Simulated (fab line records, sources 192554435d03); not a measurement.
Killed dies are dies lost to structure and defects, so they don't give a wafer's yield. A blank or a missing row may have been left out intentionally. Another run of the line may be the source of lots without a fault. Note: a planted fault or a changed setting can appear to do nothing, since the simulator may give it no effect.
Chamber matching ; flow n5-finfet ; rie-diel-01 running N5_SD_EPI_N_ETCH_34: 4 sister chambers
The step etches SiARC in CF4, target depth 45.5 nm, time 75.8 s. 4 wafers are shown with their chamber, then 7 later ones without.

== EACH WAFER AND ITS CHAMBER ==
wafer;chamber;showerhead-plenum-p-Torr (Torr)
L079.3;2;2.05
L081.4;3;2.17
L090.1;0;2.11
L090.2;1;2.23

== WAFERS MISSING THEIR CHAMBER ==
wafer;showerhead-plenum-p-Torr (Torr)
L090.3;2.16
L092.3;2.04
L092.4;2.23
L092.5;2.11
L097.3;2.22
L097.5;2.03
L097.6;2.16

== CHAMBER TAKEN BY EACH ==
wafer;from the rows above;in truth
L090.3;3;3
L092.3;2;2
L092.4;1;1
L092.5;0;0
L097.3;1;1
L097.5;2;2
L097.6;3;3
Correctly placed: 7 of 7. Left unplaced by these rows: 0. Number placed wrongly: 0.
How it was worked out, from the rows above alone: a wafer's distance from a chamber is the root of the sum, over the readings, of the square of ((its reading less the chamber's mean) divided by the reading's scatter). The wafer belongs to the nearest chamber; if the next one is less than 2 further off, it can't be placed. A chamber's mean is the mean of its shown wafers. The scatter: root of mean squared gap, hidden wafer to nearest shown wafer, with one shown wafer a chamber.
